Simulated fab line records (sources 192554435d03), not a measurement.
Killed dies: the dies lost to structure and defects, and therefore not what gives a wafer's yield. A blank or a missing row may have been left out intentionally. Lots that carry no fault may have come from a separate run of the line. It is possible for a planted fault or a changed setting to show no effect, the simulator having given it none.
A struck lot beside a sound one	flow n5Finfet	20 steps out of a route of 1938
Sound: wafers L915.2, L915.3, L915.5. Struck: wafers L916.4, L916.5, L916.6. At the end, the cause is stated.
Order at every step that has rows: each side's tool, ch and its chambers, its first start. Under that, the readings that differ: sound wafers	struck wafers	difference of the means	sigmas: that difference in standard deviations of wafers without a fault.
alike: a reading whose means differ by less than 2 such deviations, as well as words and numbers matching on both sides. not compared: withheld readings; readings where some wafer has no value; bounds like >300 that might hide an equal value; numbers whose values overlap and for which the record gives no deviation.
Wherever a step has rows on one side only, a row that says differs or no value, or a row with sigmas, the two part there. Numbers that don't overlap but have no deviation are shown without sigmas and don't part them. Lack of a reading on every wafer of one side parts them only where that side has two or more wafers.

first, 8 steps without rows for these wafers: N5_BEOL_M7_CMP_52 (polishes, stops on SiCOH lowk, t overpolish 6.9 s, target thk 80 nm); N5_BEOL_M7_PRE_CLEAN_55 (time 15 s); N5_BEOL_M7_DEP_56 (deposits SiCN from 3MS/NH3, target thk 10 nm, time 17.5 s); N5_BEOL_M8_ILD_DEP_00 (deposits SiCOH lowk from DEMS/porogen, target thk 179.75 nm, time 33.4 s); N5_BEOL_M8_CURE_74 (cures SiCOH lowk, time 240 s); N5_BEOL_M8_PECVD_70 (deposits SiO2 from TEOS/O2, target thk 20 nm, time 22.7 s); N5_BEOL_M8_HM_DEP_02 (deposits TiN, target thk 20 nm); N5_BEOL_M8_COAT_59 (time 60 s, resist thk 100 nm).
N5_BEOL_M8_COAT_60: time 60 s, resist thk 35 nm.
  sound on lithoTrack-05 ch 0, day 13 11:40; struck on lithoTrack-04 ch 0, day 13 19:44
reading	sound	struck	difference	sigmas
spinSpeedRpm (rpm)	1500.5 1499.6 1500.9	2033.1 2033.4 2032.7	+532.7	+99 or more
model.SiARC_of_BEOL_M8_COAT_60.thkNm (nm)	35 35 35	30.2 30.2 30.2	-4.8	
  alike: dispensePressureKPa
then, 7 steps without rows for these wafers: N5_BEOL_M8_COAT_05 (resist thk 90 nm); N5_BEOL_M8_EBR_07; N5_BEOL_M8_SOFTBAKE_06 (time 60 s); N5_BEOL_M8_EXPOSE_08 (exposes mask M8); N5_BEOL_M8_PEB_09 (peb time 60 s); N5_BEOL_M8_DEVELOP_10 (develop time 30 s); N5_BEOL_M8_DESCUM_16 (chemistry O2, time 7.9 s).
N5_BEOL_M8_ETCH_61: etches SiARC in CF4, target depth 45.5 nm, time 75.8 s.
  sound on rieDiel-04 ch 0,1,3, day 13 12:46; struck on rieDiel-05 ch 0,1,2, day 13 20:16
reading	sound	struck	difference	sigmas
etchRfOnTimeS (s)	75.7 76.6 78.4	64.4 65.8 63.7	-12.3	-7
model.etch.depthNm (nm)	34.97 35.06 35.03	30.12 30.14 30.27	-4.84	
model.CAR-ArF_of_BEOL_M8_COAT_05.thkNm (nm)	50.8 50.8 51	55.4 55.4 55.4	+4.5	
  alike: drypumpMotorCurrentA, oesProductAu, rfVppV, showerheadPlenumPTorr, throttleValvePct
  not compared: rfHoursCounterH
N5_BEOL_M8_ETCH_62: etches SOC in N2/H2, target depth 110 nm, overetch 22 nm, time 165 s.
  sound on rieDiel-04 ch 0,1,3, day 13 12:50; struck on rieDiel-05 ch 0,1,2, day 13 20:21
reading	sound	struck	difference	sigmas
model.SiARC_of_BEOL_M8_COAT_60.thkNm (nm)	28.2 28.4 28.6	23.2 23.8 23.4	-4.9	
  alike: drypumpMotorCurrentA, n2FlowSccm, oesProductAu, rfVppV, showerheadPlenumPTorr, tempC, throttleValvePct
  not compared: rfHoursCounterH
then, 1 step without rows for these wafers: N5_BEOL_M8_STRIP_68 (strips in N2/H2).
-- here the record skips 3 days between the struck wafers' starts before and after, leaving off in module BEOL_M8 and picking up in module PASSIVATION (first step shown: number 1936 of the route) --
N5_PASSIVATION_PROBE_49:
  rows exist in the record for the struck wafers here (prober-01, day 16 19:58), but not for the sound ones

WHERE THEY PART
Earliest at N5_BEOL_M8_COAT_60; latest, in this record, at N5_PASSIVATION_PROBE_49.

WHY: the cause the simulator had injected
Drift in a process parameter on lithoTrack-04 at N5_BEOL_M8_COAT_60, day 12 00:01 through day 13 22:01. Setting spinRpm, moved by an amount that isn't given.
